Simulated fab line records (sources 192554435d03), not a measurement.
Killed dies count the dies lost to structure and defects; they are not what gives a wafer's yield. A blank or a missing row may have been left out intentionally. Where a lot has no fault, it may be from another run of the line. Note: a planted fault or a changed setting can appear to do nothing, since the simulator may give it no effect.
A lot that was struck, set against a sound lot | flow n5_finfet | 15 steps out of a route of 1938
Sound: the wafers L658.1, L658.3, L658.5. Struck: wafer L667.3 (L667.1, L667.6, from the same lot, were not struck and are left out); the cause is given at the end.
Per side, at each step with rows, come the tool, then ch with its chambers, and then its first start. Under that, the readings that differ: sound wafers | struck wafers | difference of the means | sigmas: that difference in standard deviations of wafers without a fault.
alike: readings whose means differ by less than 2 such deviations, and words and numbers that are the same on both sides. not compared: withheld readings, readings that some wafer has no value for, bounds like >300 that may hide the same value, and numbers for which the record gives no deviation and whose values overlap.
A row with sigmas, a row that says differs or no value, or rows on one side alone: a step with any of these is where the two part. Numbers that have no deviation but don't overlap get no sigmas and don't part them. A reading that every wafer of one side lacks parts them only if that side has two wafers or more.

first, 1 step without rows for these wafers: N5_BEOL_M2_SPUTTER_92 (material Cu, target thk 4.5 nm, time 8.29 s).
N5_BEOL_M2_ANNEAL_93: time 240 s.
  sound on pvd_sputter-01 at day 8 11:12; struck on pvd_sputter-02 at day 10 17:17
  alike: heater_power_w
N5_BEOL_M2_SPUTTER_94: material Cu, target thk 4.5 nm, time 8.29 s.
  sound on pvd_sputter-01 at day 8 11:20; struck on pvd_sputter-02 at day 10 17:26
  alike: chuck_sensor_temp_C, throttle_valve_pct
then, 1 step without rows for these wafers: N5_BEOL_M2_ANNEAL_95 (time 240 s).
N5_BEOL_M2_SPUTTER_96: material Cu, target thk 4.5 nm, time 8.29 s.
  sound on pvd_sputter-01 at day 8 11:34; struck on pvd_sputter-02 at day 10 17:39
  alike: chuck_sensor_temp_C, throttle_valve_pct
then, 2 steps without rows for these wafers: N5_BEOL_M2_ECD_50 (material Cu, target thk 300 nm); N5_BEOL_M2_ANNEAL_51 (time 90 s).
N5_BEOL_M2_CMP_52: polishes, stops on SiOC, t overpolish 6.8 s, target thk 40 nm.
  sound on cmp-04 ch 1,2,3, day 8 12:04; struck on cmp-04 ch 1, day 10 18:25
  alike: barrier_field_endpoint_s, edge_zone_pressure_frac, motor_current_A, overpolish_run_s, time_to_endpoint_s
N5_BEOL_M2_THK_MEAS_53: measures by xrf.
  sound on film_metro-01 at day 8 12:21; struck on film_metro-01 at day 10 18:43
  alike: M2_THK
then, 1 step without rows for these wafers: N5_BEOL_M2_PRE_CLEAN_60 (time 15 s).
N5_BEOL_M2_CO_CAP_55: material Co, precursor CCTBA/H2, target thk 2 nm, time 102.1 s.
  sound on cvd_co-02 ch 0,2, day 8 12:26; struck on cvd_co-01 ch 0, day 10 18:47
  alike: chamber_pressure_Torr, heater_power_w
then, 1 step without rows for these wafers: N5_BEOL_M2_PRE_CLEAN_56 (time 15 s).
N5_BEOL_M2_DEP_57: deposits SiCN from 3MS/NH3, target thk 8 nm, time 14 s.
  sound on pecvd-02 ch 0,1, day 8 12:33; struck on pecvd-02 ch 0, day 10 18:55
  reading                                  | sound     | struck | difference | sigmas
  model.SiCN_of_BEOL_M2_DEP_57.thk_nm (nm) | 8.2 8 8.2 | 7.4    | -0.7       |
  alike: chamber_pressure_Torr, showerhead_plenum_p_Torr, throttle_valve_pct
  not compared: rf_fwd_power_W
N5_BEOL_M2_RS_MEAS_58: a four-point-probe measurement.
  sound on film_metro-01 at day 8 12:37; struck on film_metro-01 at day 10 18:59
  alike: M2_RS
N5_BEOL_M4_RC_MEAS_101:
  sound on prober-02 ch 0, day 9 19:29; struck on prober-02 ch 0, day 12 04:28
  reading       | sound       | struck | difference | sigmas
  ION_N (uA/um) | 653 673 646 | 677    | +20        | +2
  alike: DIBL_N, DIBL_P, IOFF_N, IOFF_P, ION_P, SS_N, SS_P, VT_N, VT_P

## WHERE THEY PART
N5_BEOL_M4_RC_MEAS_101 only, going by this record.

WHY: whatever the simulator had introduced
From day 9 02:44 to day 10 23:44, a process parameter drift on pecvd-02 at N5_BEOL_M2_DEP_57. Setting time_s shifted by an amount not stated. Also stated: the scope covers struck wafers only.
